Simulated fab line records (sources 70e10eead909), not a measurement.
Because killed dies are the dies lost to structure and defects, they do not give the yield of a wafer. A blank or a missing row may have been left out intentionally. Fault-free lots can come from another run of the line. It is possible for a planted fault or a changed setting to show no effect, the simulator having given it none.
Struck lot and sound lot, side by side / flow nand harc / 15 steps out of a route of 1302
Sound: wafers L849.1, L849.3, L849.6. Struck: wafers L863.2, L863.6 (left out: L863.5, a lot-mate that was not struck); the cause follows at the end.
For every step that has rows: the tool of each side, followed by ch and its chambers, followed by its first start. Under that, the readings that differ: sound wafers / struck wafers / difference of the means / sigmas: that difference in standard deviations of wafers without a fault.
alike: words and numbers the same on both sides, and readings whose means are apart by under 2 such deviations; not compared: readings that were withheld, readings missing a value for some wafer, numbers with overlapping values and no deviation given by the record, and bounds like >300 which may hide the same value.
A row with sigmas, a row that says differs or no value, or rows on one side alone: a step with any of these is where the two part. Numbers that have no deviation but don't overlap get no sigmas and don't part them. A reading that every wafer of one side lacks parts them only if that side has two wafers or more.

first, 3 steps without rows for these wafers: NHARC_A_CHANNEL_HOLE_D1_STRIP_41 (strips in N2/H2); NHARC_A_CHANNEL_HOLE_D1_STRIP_42 (strips in CF4/CHF3); NHARC_A_CHANNEL_HOLE_D1_STRIP_43 (strips in O2/COS).
NHARC_A_CHANNEL_HOLE_D1_ETCH_44: etches the open film in CF4/O2, target depth 140 nm, overetch 14 nm, time 77 s.
  sound on rie diel-12 ch 2,3, day 8 22:36; struck on rie diel-05 ch 2,3, day 14 22:05
  alike: drypump motor current A, oes product au, rf vpp V, showerhead plenum p Torr, throttle valve pct
  not compared: rf hours counter h
NHARC_A_CHANNEL_HOLE_D1_STRIP_27: strips in O2.
  sound on rie diel-12 ch 0,2; struck on rie diel-05 ch 0
  alike: drypump motor current A, oes product au, rf vpp V, showerhead plenum p Torr, throttle valve pct
  not compared: rf hours counter h
then, 2 steps without rows for these wafers: NHARC_A_CHANNEL_HOLE_D1_PRECLEAN_28 (cleans in SC1); NHARC_A_CHANNEL_HOLE_D1_SRD_29.
NHARC_A_CHANNEL_HOLE_D1_CD_MEAS_30:
  sound: cd sem-01 at day 8 23:23; struck: cd sem-02 at day 14 22:53
  alike: cd nm
NHARC_A_CHANNEL_HOLE_D1_XSEM_31:
  sound on xsem-02 ch 0, day 8 23:29; struck on xsem-01 ch 0, day 14 22:59
  alike: bot cd nm, bow nm, tilt deg
NHARC_A_CHANNEL_HOLE_D1_INSPECT_40:
  sound: defect inspect-01 at day 8 23:35; struck: defect inspect-02 at day 14 23:04
  alike: raw defect count
then, 2 steps without rows for these wafers: NHARC_A_CHANNEL_FILL_D1_PRECLEAN_00 (cleans in SC1); NHARC_A_CHANNEL_FILL_D1_SRD_01.
NHARC_A_CHANNEL_FILL_D1_ALD_02: deposits SiO2, target thk 6 nm, pulse time 10 s, ald cycles 60.
  sound on ald hk-04 ch 0,1,2, day 8 23:47; struck on ald hk-02 ch 1,2, day 14 23:31
reading=ald cycles; sound=60 60 60; struck=44 44; difference=-16; sigmas=
  alike: heater power w, precursor pulse height rel
NHARC_A_CHANNEL_FILL_D1_ALD_03: deposits SiNx, target thk 6 nm, pulse time 60 s, ald cycles 58.
  sound on ald sin batch-02 ch 0; struck on ald sin batch-03 ch 0
  alike: precursor pulse height rel
  not compared: ald cycles
-- jump in the record: it breaks off in module A_CHANNEL_FILL_D1 and resumes in module END (first step shown: number 1302 of the route), and 15 days separate the struck wafers' starts before and after --
NHARC_END_SORT_01:
  sound on prober-01 ch 0, day 24 14:37; struck on prober-02 ch 0, day 30 09:49
  alike: killed at array, killed at other, killed at periphery, killed dies, killed open, killed short

## WHERE THEY PART
Nowhere in this record.

WHY: what the simulator had put in
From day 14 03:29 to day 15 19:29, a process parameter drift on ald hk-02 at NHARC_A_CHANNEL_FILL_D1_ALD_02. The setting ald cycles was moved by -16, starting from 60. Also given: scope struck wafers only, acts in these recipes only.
